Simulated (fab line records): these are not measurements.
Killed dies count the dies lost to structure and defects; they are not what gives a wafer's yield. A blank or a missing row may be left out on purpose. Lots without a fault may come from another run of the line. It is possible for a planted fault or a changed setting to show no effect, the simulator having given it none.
Matching of chambers | flow n5 finfet | rie diel-06 running N5_BEOL_M4_STRIP_19: 4 sister chambers
The step strips in O2. 24 wafers are shown with their chamber, then 12 later ones without.

== WAFERS WITH THEIR CHAMBER ==
wafer  | chamber | showerhead plenum p Torr (Torr) | drypump motor current A (A) | throttle valve pct (%)
L074.2 | 3       | 2.07                            | 5.3                         | 16.24
L074.3 | 2       | 2.13                            | 5.5                         | 16.89
L074.5 | 3       | 2.07                            | 5.2                         | 16.25
L080.2 | 0       | 2.24                            | 5.5                         | 16.52
L080.3 | 2       | 2.12                            | 5.5                         | 16.92
L080.6 | 0       | 2.24                            | 5.5                         | 16.51
L081.1 | 0       | 2.24                            | 5.5                         | 16.53
L081.4 | 1       | 2.10                            | 4.9                         | 16.48
L081.6 | 3       | 2.06                            | 5.3                         | 16.29
L082.1 | 1       | 2.10                            | 4.9                         | 16.46
L082.2 | 2       | 2.12                            | 5.5                         | 16.92
L082.5 | 3       | 2.06                            | 5.3                         | 16.29
L083.2 | 3       | 2.06                            | 5.2                         | 16.30
L083.5 | 1       | 2.10                            | 4.9                         | 16.48
L083.6 | 0       | 2.24                            | 5.5                         | 16.54
L084.1 | 2       | 2.12                            | 5.5                         | 16.91
L084.5 | 0       | 2.24                            | 5.5                         | 16.54
L084.6 | 3       | 2.06                            | 5.3                         | 16.29
L087.1 | 2       | 2.12                            | 5.5                         | 16.93
L087.2 | 1       | 2.10                            | 4.9                         | 16.49
L087.3 | 3       | 2.06                            | 5.3                         | 16.30
L087.4 | 0       | 2.24                            | 5.5                         | 16.53
L087.5 | 2       | 2.12                            | 5.5                         | 16.94
L087.6 | 1       | 2.10                            | 4.9                         | 16.49

SIGNATURES, as means of the wafers listed above
reading                  | chamber 0 | chamber 1 | chamber 2 | chamber 3 | scatter within a chamber
showerhead plenum p Torr | 2.2400    | 2.1000    | 2.1217    | 2.0629    | 0.00336
drypump motor current A  | 5.500     | 4.900     | 5.500     | 5.271     | 0.0267
throttle valve pct       | 16.5283   | 16.4800   | 16.9183   | 16.2800   | 0.0178
Rule: for each reading, subtract the chamber's mean from the wafer's reading, divide by that reading's scatter and square the result; add these up over the readings and take the root, which gives the wafer's distance from the chamber. The wafer belongs to the nearest chamber; if the next one is less than 2 further off, it can't be placed. The scatter is the square root of a quotient: the sum, over the shown wafers, of each reading's squared deviation from its chamber's mean, divided by wafers minus chambers.

== WAFERS WITHOUT THEIR CHAMBER ==
wafer  | showerhead plenum p Torr (Torr) | drypump motor current A (A) | throttle valve pct (%)
L091.1 | 2.05                            | 5.3                         | 16.33
L091.2 | 2.12                            | 5.5                         | 16.96
L091.5 | 2.10                            | 4.9                         | 16.49
L088.1 | 2.05                            | 5.3                         | 16.32
L088.3 | 2.24                            | 5.5                         | 16.55
L088.5 | 2.05                            | 5.3                         | 16.33
L090.1 | 2.10                            | 4.9                         | 16.49
L090.3 | 2.12                            | 5.5                         | 16.95
L090.4 | 2.05                            | 5.3                         | 16.31
L095.2 | 2.10                            | 4.9                         | 16.51
L095.3 | 2.23                            | 5.5                         | 16.57
L095.4 | 2.12                            | 5.5                         | 16.97

== CHAMBER TAKEN BY EACH ==
wafer  | from the rows above | in truth
L091.1 | 3                   | 3
L091.2 | 2                   | 2
L091.5 | 1                   | 1
L088.1 | 3                   | 3
L088.3 | 0                   | 0
L088.5 | 3                   | 3
L090.1 | 1                   | 1
L090.3 | 2                   | 2
L090.4 | 3                   | 3
L095.2 | 1                   | 1
L095.3 | 0                   | 0
L095.4 | 2                   | 2
Correctly placed: 12 of 12. Number that these rows cannot place: 0. 0 placed wrongly.
